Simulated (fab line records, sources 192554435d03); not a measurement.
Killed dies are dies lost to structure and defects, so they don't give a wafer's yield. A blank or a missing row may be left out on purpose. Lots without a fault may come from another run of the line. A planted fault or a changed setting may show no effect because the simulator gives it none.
One fault seen from 2 desks | flow n5_finfet | each desk has only its own numbers; what lay behind them comes last

THE TOOL OWNER'S DESK: vapor_etch-02
The tool's own readings at N5_STI_FIN_REVEAL_RECESS_09 (chemistry HF/NH3, target SiO2, afs cycles 11, target depth 42.5 nm, sublimation time 60 s): means of the sampled wafers that have a number, for each lot that ran on this tool. A lot is out of limits, marked OUT, if its mean lies more than 4 standard deviations from the usual mean; the brackets give that distance.
Columns: A = drypump_motor_current_A at N5_STI_FIN_REVEAL_RECESS_09, usual 5.6 A; B = foreline_p_Torr at N5_STI_FIN_REVEAL_RECESS_09, usual 0.1280 Torr
lot  | first seen here | A   | B
L462 | day 4 03:47     | 6.0 | 0.1282
L464 | day 4 15:40     | 6.0 | 0.1279
L476 | day 7 18:29     | 6.0 | 0.1280
This desk's finding: nothing out of limits on any of the 3 lots.

THE METROLOGY DESK
What the gauges read, lot by lot, whatever tool the lot ran on: means of the sampled wafers that have a number. A lot is out of limits, marked OUT, if its mean lies more than 4 standard deviations from the usual mean; the brackets give that distance. Of its 11 readings 7 are shown: those that lie furthest out on some lot.
Columns: A = trench_depth_nm at N5_STI_FIN_REVEAL_FIN_H_MEAS_10, usual 51.7 nm; B = IOFF_N at N5_BEOL_M4_RC_MEAS_101, usual 0.154 nA/um; C = IOFF_P at N5_BEOL_M4_RC_MEAS_101, usual 0.21 nA/um; D = ION_N at N5_BEOL_M4_RC_MEAS_101, usual 675 uA/um; E = ION_P at N5_BEOL_M4_RC_MEAS_101, usual 463 uA/um; F = SS_N at N5_BEOL_M4_RC_MEAS_101, usual 71.4 mV/dec; G = VT_P at N5_BEOL_M4_RC_MEAS_101, usual -251 mV
lot  | first seen here | A    | B     | C    | D   | E   | F    | G
L462 | day 4 05:58     | 51.3 | 0.153 | 0.18 | 661 | 449 | 72.3 | -254
L464 | day 4 18:22     | 50.5 | 0.146 | 0.18 | 656 | 449 | 72.0 | -252
L476 | day 7 21:11     | 52.1 | 0.155 | 0.23 | 676 | 472 | 71.4 | -247
L477 | day 8 03:26     | 51.0 | 0.207 | 0.29 | 689 | 475 | 72.3 | -245
This desk's finding: nothing out of limits on any of the 4 lots.

PUT TOGETHER
The tool owner's desk saw nothing out of limits.
The metrology desk saw nothing out of limits.

WHAT THE SIMULATOR HAD PUT IN
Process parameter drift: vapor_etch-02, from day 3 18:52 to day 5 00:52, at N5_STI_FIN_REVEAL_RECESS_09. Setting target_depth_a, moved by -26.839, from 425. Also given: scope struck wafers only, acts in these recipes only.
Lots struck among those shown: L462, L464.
